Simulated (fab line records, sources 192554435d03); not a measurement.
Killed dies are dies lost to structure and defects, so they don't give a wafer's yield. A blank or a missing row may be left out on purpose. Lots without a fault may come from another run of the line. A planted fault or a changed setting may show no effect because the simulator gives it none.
A struck lot beside a sound one | flow n5_finfet | 37 steps out of a route of 1938
Sound: wafers L211.1, L211.2, L211.4. Struck: wafers L205.1, L205.2, L205.4. The cause comes at the end.
At each step with rows: each side's tool, then ch and its chambers, then its first start. Under that, the readings that differ: sound wafers | struck wafers | difference of the means | sigmas: that difference in standard deviations of wafers without a fault.
alike: readings whose means differ by less than 2 such deviations, and words and numbers that are the same on both sides. not compared: withheld readings, readings that some wafer has no value for, bounds like >300 that may hide the same value, and numbers for which the record gives no deviation and whose values overlap.
The two part at a step that has a row with sigmas, a row that says differs or no value, or rows on one side only. Numbers that don't overlap but have no deviation are shown without sigmas and don't part them. A reading that every wafer of one side lacks parts them only if that side has two wafers or more.

first, 9 steps without rows for these wafers: N5_WELL_APT_COAT_19 (resist thk 950 nm); N5_WELL_APT_EBR_21; N5_WELL_APT_SOFTBAKE_20 (time 60 s); N5_WELL_APT_EXPOSE_22 (exposes mask PWELL, defocus 0 nm, target cd 200 nm); N5_WELL_APT_PEB_23 (peb time 90 s); N5_WELL_APT_DEVELOP_24 (develop time 45 s); N5_WELL_APT_HARDBAKE_29 (time 120 s); N5_WELL_APT_DESCUM_30 (chemistry O2, time 7.9 s); N5_WELL_APT_IMPLANT_31.
N5_WELL_APT_IMPLANT_32:
  sound on implanter-02 ch 0, day 6 15:26; struck on implanter-01 ch 0, day 5 03:41
  reading            | sound                      | struck                    | difference | sigmas
  dose_ions_cm2      | 2e+13 2.002e+13 2.0012e+13 | 2e+12 2.017e+12 2.023e+12 | -2e+13     | -99 or more
  faraday_current_uA | 251 249 251                | 25 25 25                  | -225       | -44
then, 25 steps without rows for these wafers: N5_WELL_APT_STRIP_33 (strips in SPM, time 900 s); N5_WELL_APT_RTA_34 (time 10 s); N5_WELL_APT_OXIDE_STRIP_42 (strips SiO2 in dHF, time 45 s, target depth 12 nm); N5_WELL_APT_PRECLEAN_36 (cleans in O3/DIW, time 45 s); N5_WELL_APT_PRECLEAN_39 (cleans in dHF, time 60 s); N5_WELL_APT_SRD_37 (time 30 s); N5_WELL_APT_EPI_41 (deposits Si from SiH4/H2, target thk 50 nm, time 297.7 s); N5_PMOS_HMC_CHANNEL_EPI_HM_DEP_34 (deposits SiO2 from TEOS/O2, target thk 36 nm, time 6.9 s); N5_PMOS_HMC_CHANNEL_EPI_COAT_31 (time 60 s, resist thk 66 nm); N5_PMOS_HMC_CHANNEL_EPI_COAT_03 (resist thk 205 nm); N5_PMOS_HMC_CHANNEL_EPI_EBR_05; N5_PMOS_HMC_CHANNEL_EPI_SOFTBAKE_04 (time 60 s); N5_PMOS_HMC_CHANNEL_EPI_EXPOSE_06 (exposes mask PMOS HMC BLK, target cd 240 nm); N5_PMOS_HMC_CHANNEL_EPI_PEB_07 (peb time 60 s); N5_PMOS_HMC_CHANNEL_EPI_DEVELOP_08 (develop time 30 s); N5_PMOS_HMC_CHANNEL_EPI_DESCUM_14 (chemistry O2, time 7.9 s); N5_PMOS_HMC_CHANNEL_EPI_ETCH_32 (etches BARC in N2/H2, stops on SiO2, target depth 85.8 nm, time 50.3 s); N5_PMOS_HMC_CHANNEL_EPI_HM_OPEN_15 (chemistry CHF3/O2, target SiO2, target depth 40.6 nm, time 20.3 s); N5_PMOS_HMC_CHANNEL_EPI_STRIP_33 (strips in N2/H2); N5_PMOS_HMC_CHANNEL_EPI_STRIP_17 (strips in SPM, time 750 s); N5_PMOS_HMC_CHANNEL_EPI_ETCH_38 (etches SiO2 in CF4, target depth 1.5 nm); N5_PMOS_HMC_CHANNEL_EPI_FIN_RECESS_16 (chemistry HBr/Cl2, target Si, target depth 54 nm, time 18 s); N5_PMOS_HMC_CHANNEL_EPI_PRECLEAN_36 (cleans in O3/DIW, time 45 s); N5_PMOS_HMC_CHANNEL_EPI_PRECLEAN_18 (cleans in DHF, time 30 s); N5_PMOS_HMC_CHANNEL_EPI_SRD_19 (time 30 s).
-- the record jumps here: 8 days lie between the struck wafers' starts before and after (it left off in module PMOS_HMC_CHANNEL_EPI and takes up again in module BEOL_M4, whose first step shown is number 1111 of the route) --
N5_BEOL_M4_RC_MEAS_101:
  sound on prober-01 ch 0, day 14 03:54; struck on prober-02 ch 0, day 13 14:07
  reading             | sound                      | struck                     | difference | sigmas
  CJ_N                | 4.32 4.43 4.29             | 1.39 1.40 1.37             | -2.96      | -30
  DIBL_N (mV/V)       | 33.5 39.2 36.1             | 73.1 67.8 54.2             | +28.8      | +13
  IOFF_N (nA/um)      | 0.11 0.21 0.15             | 5.02 3.85 1.47             | +3.29      | +94
  IOFF_N_85C (nA/um)  | 2.3 3.8 3.0                | 55.3 44.5 19.8             | +36.8      | +65
  IOFF_N_LIN (nA/um)  | 0.056 0.091 0.074          | 0.221 0.206 0.148          | +0.118     | +9
  IOFF_N_LONG (nA/um) | 5.58e-05 5.57e-05 5.72e-05 | 4.89e-05 4.84e-05 4.97e-05 | -7.23e-06  | -4
  RS_PWELL (ohm/sq)   | 2970 2964 2994             | 3213 3184 3177             | +215       | +9
  SS_N (mV/dec)       | 70.8 72.4 70.4             | 112.9 105.8 90.5           | +31.9      | +46
  alike: DIBL_P, IOFF_P, ION_N, ION_P, SS_P, VT_N, VT_P
-- the record jumps here: 5 days lie between the struck wafers' starts before and after (it left off in module BEOL_M4 and takes up again in module PASSIVATION, whose first step shown is number 1936 of the route) --
N5_PASSIVATION_PROBE_49:
  the record has rows for the struck wafers here (prober-02, day 18 10:40) and none for the sound ones

WHERE THEY PART
First at N5_WELL_APT_IMPLANT_32; last, within this record, at N5_PASSIVATION_PROBE_49.

WHY: what the simulator had put in
Process parameter drift: implanter-01, from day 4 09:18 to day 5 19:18, at N5_WELL_APT_IMPLANT_32. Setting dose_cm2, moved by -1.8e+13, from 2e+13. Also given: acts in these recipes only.
